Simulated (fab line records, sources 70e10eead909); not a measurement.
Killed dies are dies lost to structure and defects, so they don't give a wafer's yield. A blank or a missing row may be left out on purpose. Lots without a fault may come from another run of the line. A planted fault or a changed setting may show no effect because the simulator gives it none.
Chamber matching | flow nand_harc | NHARC_P_ZERO_WELL_DESCUM_13 on rie_diel-12: 4 sister chambers
The step chemistry O2, time 3 s. 20 wafers are shown with their chamber, then 10 later ones without.

WAFERS WITH THEIR CHAMBER
wafer  | chamber | showerhead_plenum_p_Torr (Torr) | drypump_motor_current_A (A) | rf_vpp_V (V)
L077.1 | 3       | 2.00                            | 6.0                         | 59.0
L077.4 | 2       | 1.99                            | 5.9                         | 58.2
L077.5 | 3       | 2.00                            | 6.0                         | 56.9
L080.2 | 2       | 1.99                            | 5.8                         | 58.0
L080.3 | 3       | 2.00                            | 6.1                         | 58.0
L080.4 | 1       | 1.88                            | 5.6                         | 57.5
L081.3 | 2       | 1.99                            | 5.9                         | 58.2
L081.5 | 2       | 1.99                            | 5.9                         | 58.9
L081.6 | 3       | 1.99                            | 6.1                         | 57.8
L082.1 | 2       | 1.99                            | 5.8                         | 58.1
L082.4 | 3       | 2.00                            | 6.0                         | 58.7
L082.6 | 2       | 1.99                            | 5.9                         | 59.6
L087.1 | 2       | 1.99                            | 5.8                         | 58.4
L087.5 | 2       | 1.99                            | 5.8                         | 58.8
L087.6 | 1       | 1.87                            | 5.6                         | 56.7
L088.1 | 3       | 1.99                            | 6.0                         | 57.7
L088.5 | 0       | 1.89                            | 5.8                         | 58.9
L088.6 | 1       | 1.87                            | 5.6                         | 56.3
L089.1 | 0       | 1.89                            | 5.8                         | 57.6
L089.3 | 2       | 1.98                            | 5.8                         | 57.8

SIGNATURES (means of the wafers above)
reading                  | chamber 0 | chamber 1 | chamber 2 | chamber 3 | scatter within a chamber
showerhead_plenum_p_Torr | 1.8900    | 1.8733    | 1.9889    | 1.9967    | 0.00425
drypump_motor_current_A  | 5.800     | 5.600     | 5.844     | 6.033     | 0.0471
rf_vpp_V                 | 58.250    | 56.833    | 58.444    | 58.017    | 0.659
Rule: a wafer's distance from a chamber is the root of the sum, over the readings, of the square of ((its reading less the chamber's mean) divided by the reading's scatter). The wafer belongs to the nearest chamber; if the next one is less than 2 further off, it can't be placed. The scatter: the root of (the sum of the squares of (reading less its chamber's mean) over the shown wafers, divided by (wafers less chambers)).

WAFERS WITHOUT THEIR CHAMBER
wafer  | showerhead_plenum_p_Torr (Torr) | drypump_motor_current_A (A) | rf_vpp_V (V)
L089.6 | 1.99                            | 6.0                         | 58.7
L091.2 | 1.89                            | 5.7                         | 57.9
L091.3 | 1.99                            | 6.0                         | 57.7
L091.5 | 1.89                            | 5.7                         | 57.3
L095.3 | 1.98                            | 6.0                         | 56.8
L095.4 | 1.98                            | 5.9                         | 57.8
L095.6 | 1.98                            | 5.9                         | 59.1
L097.1 | 1.98                            | 6.0                         | 57.9
L097.4 | 1.88                            | 5.8                         | 56.4
L097.5 | 1.98                            | 5.9                         | 59.2

WHICH CHAMBER EACH WENT THROUGH
wafer  | from the rows above     | in truth
L089.6 | can't be placed: 3 or 2 | 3
L091.2 | 0                       | 0
L091.3 | can't be placed: 3 or 2 | 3
L091.5 | can't be placed: 0 or 1 | 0
L095.3 | can't be placed: 3 or 2 | 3
L095.4 | 2                       | 2
L095.6 | 2                       | 2
L097.1 | can't be placed: 3 or 2 | 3
L097.4 | can't be placed: 0 or 1 | 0
L097.5 | 2                       | 2
Placed correctly: 4 of 10. Can't be placed from these rows: 6 (the true chamber is among the candidates in 6). Placed wrongly: 0.
